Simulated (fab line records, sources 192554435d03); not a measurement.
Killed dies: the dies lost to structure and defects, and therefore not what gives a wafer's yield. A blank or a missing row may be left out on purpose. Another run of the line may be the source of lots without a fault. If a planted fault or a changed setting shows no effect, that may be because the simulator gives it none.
Split-lot trial -- flow n5_finfet -- route with 1938 steps; 7 lots, 21 wafers read

## ON THE SPLIT
At N5_BEOL_M10_PEB_26 (peb time 60 s), the setting peb_time_s was moved away from the recipe's 60 s on 6 of the 21 wafers read, by -10.5% to +19.1%. For the rest of the wafers, this setting stayed at what the recipe calls for.

## SPLIT TO READING: what lies between them in the file, 1 step
- N5_BEOL_M10_DEVELOP_27: develop time 30 s

## THE READING
cd_nm (nm) at N5_BEOL_M10_CD_MEAS_28, where the cd target is 70 nm. A value of 69.8 nm with a standard deviation of 0.84 nm is what fault-free wafers of this fab line usually give.

wafer,"tool, chamber at the split","peb_time_s as run, s",against the recipe,"cd_nm, nm",against lot-mates on the recipe
L075.1,"litho_track-05, 0",60,recipe,69.3,-
L075.2,"litho_track-05, 0",60,recipe,68.9,-
L075.3,"litho_track-05, 0",60,recipe,70.0,-
L076.1,"litho_track-05, 0",60,recipe,68.9,-
L076.2,"litho_track-05, 0",54.82,-8.6%,65.4,-3.8
L076.6,"litho_track-05, 0",60,recipe,69.5,-
L077.4,"litho_track-05, 0",60,recipe,70.1,-
L077.5,"litho_track-05, 0",60,recipe,69.5,-
L077.6,"litho_track-05, 0",53.67,-10.5%,64.7,-5.1
L080.1,"litho_track-04, 0",71.43,+19.1%,77.5,+7.8
L080.5,"litho_track-04, 0",60,recipe,69.1,-
L080.6,"litho_track-04, 0",60,recipe,70.3,-
L085.1,"litho_track-05, 0",60,recipe,69.2,-
L085.2,"litho_track-05, 0",55.81,-7.0%,65.7,-3.5
L085.5,"litho_track-05, 0",55.81,-7.0%,66.3,-2.9
L096.1,"litho_track-02, 0",60,recipe,69.7,-
L096.4,"litho_track-02, 0",60,recipe,69.6,-
L096.6,"litho_track-02, 0",67.85,+13.1%,74.7,+5.0
L095.1,"litho_track-05, 0",60,recipe,69.5,-
L095.3,"litho_track-05, 0",60,recipe,69.2,-
L095.6,"litho_track-05, 0",60,recipe,69.7,-

FIT RESULTS
A straight line over all 21 wafers: cd_nm changes by +0.435 nm for each +1% of peb_time_s; r = +0.99; the points scatter about the line by 0.42 nm.
The same after taking each lot's own level away (the mean of its wafers on the recipe; 21 wafers): +0.423 nm for each +1%; r = +0.99; scatter 0.37 nm.
According to that fit, moving peb_time_s by its largest amount changes the reading by 8.1 nm.
Measured against the standard deviation above, the lots' own levels, which go from 69.20 to 69.80 nm, span 0.7 times it.
The two slopes agree, so the slope changes little with the lot-to-lot level.
Check: with one of the wafers moved furthest among these (+19.1%) left out of the fit, the line predicts +8.12 nm for it against its lot-mates. Against them it came out at +7.8 nm.

## OTHER SPLITS ON THESE WAFERS
These wafers also went through other splits before the reading. Each is held against what the fit with the lots' levels taken away leaves over:
other split on the same wafers,wafers away from the commonest value,r with cd_nm (lot level and that fit taken away)
N5_BEOL_M8_EXPOSE_08 dose_mj,4,-0.18
N5_BEOL_M10_COAT_60 spin_rpm,6,-0.01

## THE FILE'S OWN FIT
cd_nm changes by +0.421 nm for each +1% of peb_time_s, r = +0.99.
